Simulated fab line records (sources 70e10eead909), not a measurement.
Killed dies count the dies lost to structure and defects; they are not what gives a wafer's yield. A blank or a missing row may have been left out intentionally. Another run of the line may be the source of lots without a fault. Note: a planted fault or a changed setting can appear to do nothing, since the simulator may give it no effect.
Matching of chambers ; flow nand harc ; rie si-05 running NHARC_A_DECK1_JOINT_ETCHBACK_07: 4 sister chambers
The step etches the open film in HBr, target depth 105 nm, time 26.9 s. 8 wafers are shown with their chamber, then 7 later ones without.

EACH WAFER AND ITS CHAMBER
wafer;chamber;oes product au (a.u.);throttle valve pct (%)
L245.5;0;1.019;23.264
L246.1;0;1.023;23.275
L249.5;1;1.004;23.257
L250.4;3;1.004;23.269
L250.5;3;0.995;23.258
L251.3;2;0.997;23.250
L251.4;1;1.024;23.265
L251.6;2;1.002;23.268

WAFERS WITH NO CHAMBER GIVEN
wafer;oes product au (a.u.);throttle valve pct (%)
L252.1;1.006;23.268
L252.4;1.014;23.259
L252.5;1.020;23.278
L260.4;1.018;23.272
L260.6;1.017;23.252
L264.4;1.016;23.273
L264.6;1.007;23.264

THE CHAMBER EACH PASSED THROUGH
wafer;from the rows above;in truth
L252.1;can't be placed: 3 or 1 or 2 or 0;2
L252.4;can't be placed: 1 or 0 or 2 or 3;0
L252.5;can't be placed: 0 or 1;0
L260.4;can't be placed: 0 or 1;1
L260.6;can't be placed: 1 or 0 or 2 or 3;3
L264.4;can't be placed: 0 or 1 or 3 or 2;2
L264.6;can't be placed: 1 or 3 or 2 or 0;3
Correctly placed: 0 of 7. Unplaceable from these rows: 7, with the true chamber sitting among the candidates in 7. Number placed wrongly: 0.
How it was worked out, from the rows above alone: a wafer's distance from a chamber is the root of the sum, over the readings, of the square of ((its reading less the chamber's mean) divided by the reading's scatter). The wafer belongs to the nearest chamber; if the next one is less than 2 further off, it can't be placed. Each chamber's mean is taken over the wafers shown for it. The scatter is the square root of a quotient: the sum, over the shown wafers, of each reading's squared deviation from its chamber's mean, divided by wafers minus chambers.
